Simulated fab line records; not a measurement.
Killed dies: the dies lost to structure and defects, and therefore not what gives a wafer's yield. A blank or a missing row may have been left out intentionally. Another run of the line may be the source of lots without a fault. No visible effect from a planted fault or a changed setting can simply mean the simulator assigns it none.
What tool caused it? | flow n5_finfet | 12 lots with 36 wafers sampled at 3 steps, on a route of 1938 steps

## WHAT THE GAUGES SHOWED, per wafer
N5_MIM_BOT_LITHO_CD_MEAS_08: the cd target is 3000 nm. Usual: 3000.3 nm for cd_nm, sd 1.7.
lot  | measured     | on        | cd_nm (nm)           | flag
L422 | day 13 10:56 | cd_sem-02 | 3001.3 3001.3 3001.1 |
L423 | day 12 18:41 | cd_sem-02 | 3001.2 2999.5 3000.3 |
L424 | day 13 13:38 | cd_sem-02 | 2999.9 2997.9 2999.8 |
L426 | day 14 20:22 | cd_sem-01 | 2997.9 2998.9 2999.3 |
L428 | day 15 00:56 | cd_sem-01 | 3003.0 3003.4 3000.9 |
L429 | day 15 10:51 | cd_sem-03 | 2998.0 2997.5 2996.0 |
L430 | day 14 07:04 | cd_sem-02 | 2998.0 2996.6 2998.0 |
L431 | day 15 09:37 | cd_sem-02 | 2997.8 2999.2 3001.2 |
L432 | day 15 21:32 | cd_sem-03 | 2998.4 2997.7 2998.5 |
L435 | day 16 05:49 | cd_sem-01 | 3001.4 3000.4 3000.0 |
L441 | day 17 17:50 | cd_sem-01 | 3001.8 2999.5 3002.4 |
L443 | day 17 13:13 | cd_sem-02 | 3000.6 3001.0 2997.8 |

## WHAT TOOL EACH LOT RAN ON (gives the tool, then ch and the chambers of the sampled wafers, and finally the start)
lot  | N5_BEOL_M0_STRIP_142              | N5_MIM_TOP_LITHO_DESCUM_10
L422 | rie_diel-06 ch 2,3, day 6 09:09   | rie_diel-03 ch 1,2, day 13 08:55
L423 | rie_diel-01 ch 0,2, day 6 10:37   | rie_diel-01 ch 2,3, day 12 17:53
L424 | rie_diel-03 ch 1,2,3, day 7 05:14 | rie_diel-06 ch 0,3, day 13 12:52
L426 | rie_diel-06 ch 1,2, day 7 07:31   | rie_diel-01 ch 0,1,3, day 14 19:35
L428 | rie_diel-01 ch 0,2,3, day 7 17:13 | rie_diel-03 ch 0,3, day 15 00:02
L429 | rie_diel-03 ch 0,2,3, day 7 22:34 | rie_diel-06 ch 1,2,3, day 15 10:11
L430 | rie_diel-01 ch 1,3, day 8 02:27   | rie_diel-03 ch 0,1,2, day 14 06:11
L431 | rie_diel-01 ch 0,1,2, day 8 12:06 | rie_diel-03 ch 1,2,3, day 15 08:46
L432 | rie_diel-01 ch 0,3, day 8 18:56   | rie_diel-06 ch 0,1, day 15 20:39
L435 | rie_diel-06 ch 1,2,3, day 9 08:17 | rie_diel-06 ch 0,1,2, day 16 04:55
L441 | rie_diel-01 ch 0,1, day 11 03:56  | rie_diel-03 ch 0,3, day 17 17:07
L443 | rie_diel-01 ch 0,1, day 11 10:33  | rie_diel-01 ch 0,2,3, day 17 12:34
- N5_BEOL_M0_STRIP_142: strips in N2/H2, time 10 s.
- N5_MIM_TOP_LITHO_DESCUM_10: chemistry O2, time 7.9 s.

## WHAT THE TOOLS THEMSELVES READ (means of the sampled wafers that have a number; where no wafer has one, the mark that the record gives instead)
N5_BEOL_M0_STRIP_142. Usual: drypump_motor_current_A 5.8 A, standard deviation 0.44; oes_product_au 0.80 a.u., standard deviation 0.073; rf_vpp_V 59.3 V, standard deviation 0.87; showerhead_plenum_p_Torr 2.55 Torr, standard deviation 0.077; throttle_valve_pct 23.7 %, standard deviation 0.38.
lot  | tool        | drypump_motor_current_A (A) | oes_product_au (a.u.) | rf_vpp_V (V) | showerhead_plenum_p_Torr (Torr) | throttle_valve_pct (%) | flag
L422 | rie_diel-06 | 6.4                         | 0.79                  | 59.5         | 2.54                            | 23.6                   |
L423 | rie_diel-01 | 5.8                         | 0.81                  | 59.9         | 2.60                            | 24.1                   |
L424 | rie_diel-03 | 5.5                         | 0.81                  | 59.6         | 2.59                            | 23.5                   |
L426 | rie_diel-06 | 6.2                         | 0.81                  | 59.3         | 2.48                            | 23.9                   |
L428 | rie_diel-01 | 5.8                         | 0.87                  | 59.5         | 2.54                            | 23.8                   |
L429 | rie_diel-03 | 5.6                         | 0.74                  | 59.2         | 2.56                            | 23.8                   |
L430 | rie_diel-01 | 5.7                         | 0.86                  | 59.1         | 2.54                            | 23.2                   |
L431 | rie_diel-01 | 5.6                         | 0.81                  | 58.8         | 2.56                            | 23.9                   |
L432 | rie_diel-01 | 5.7                         | 0.90                  | 58.9         | 2.49                            | 23.9                   |
L435 | rie_diel-06 | 6.0                         | 0.80                  | 58.9         | 2.51                            | 23.8                   |
L441 | rie_diel-01 | 5.5                         | 0.83                  | 59.6         | 2.50                            | 23.9                   |
L443 | rie_diel-01 | 5.5                         | 0.81                  | 59.7         | 2.53                            | 23.6                   |

N5_MIM_TOP_LITHO_DESCUM_10. Usual: drypump_motor_current_A 5.8 A, standard deviation 0.39; oes_product_au 0.79 a.u., standard deviation 0.078; rf_vpp_V 243.1 V, standard deviation 1.4; showerhead_plenum_p_Torr 2.09 Torr, standard deviation 0.069; throttle_valve_pct 20.50 %, standard deviation 0.28.
lot  | tool        | drypump_motor_current_A (A) | oes_product_au (a.u.) | rf_vpp_V (V) | showerhead_plenum_p_Torr (Torr) | throttle_valve_pct (%) | flag
L422 | rie_diel-03 | 5.7                         | 0.78                  | 244.5        | 2.20                            | 20.50                  |
L423 | rie_diel-01 | 5.9                         | 0.76                  | 244.1        | 2.12                            | 20.46                  |
L424 | rie_diel-06 | 5.5                         | 0.77                  | 242.8        | 2.10                            | 20.42                  |
L426 | rie_diel-01 | 5.7                         | 0.81                  | 242.0        | 2.05                            | 20.30                  |
L428 | rie_diel-03 | 5.4                         | 0.94                  | 245.2        | 2.20                            | 20.37                  |
L429 | rie_diel-06 | 6.0                         | 0.75                  | 242.3        | 2.06                            | 20.69                  |
L430 | rie_diel-03 | 5.8                         | 0.84                  | 244.2        | 2.18                            | 20.46                  |
L431 | rie_diel-03 | 5.5                         | 0.84                  | 244.2        | 2.20                            | 20.40                  |
L432 | rie_diel-06 | 5.8                         | 0.74                  | 243.1        | 2.05                            | 20.68                  |
L435 | rie_diel-06 | 6.1                         | 0.72                  | 243.2        | 2.05                            | 20.79                  |
L441 | rie_diel-03 | 5.7                         | 0.90                  | 243.3        | 2.17                            | 20.48                  |
L443 | rie_diel-01 | 5.8                         | 0.84                  | 243.2        | 2.06                            | 20.39                  |

## THE ANSWER, worked out from the rows above alone
Rule: a lot is off if the mean of its wafers that have a number lies more than 3 standard deviations from the usual mean. Also off: a lot with no number at a reading for which 4 or more lots have one. Where the step has rows for the other lots, those lots are counted as sound. The gauges are gone through in route order, then the tools' own readings, and for those a lot's mean is taken as printed above. The first step at which some lot is off is used, and at that step the reading that is off furthest; a lot without a number counts as furthest.
None of the lots is off at any reading shown; this tells nothing.

## WHAT WAS PUT IN BY THE SIMULATOR
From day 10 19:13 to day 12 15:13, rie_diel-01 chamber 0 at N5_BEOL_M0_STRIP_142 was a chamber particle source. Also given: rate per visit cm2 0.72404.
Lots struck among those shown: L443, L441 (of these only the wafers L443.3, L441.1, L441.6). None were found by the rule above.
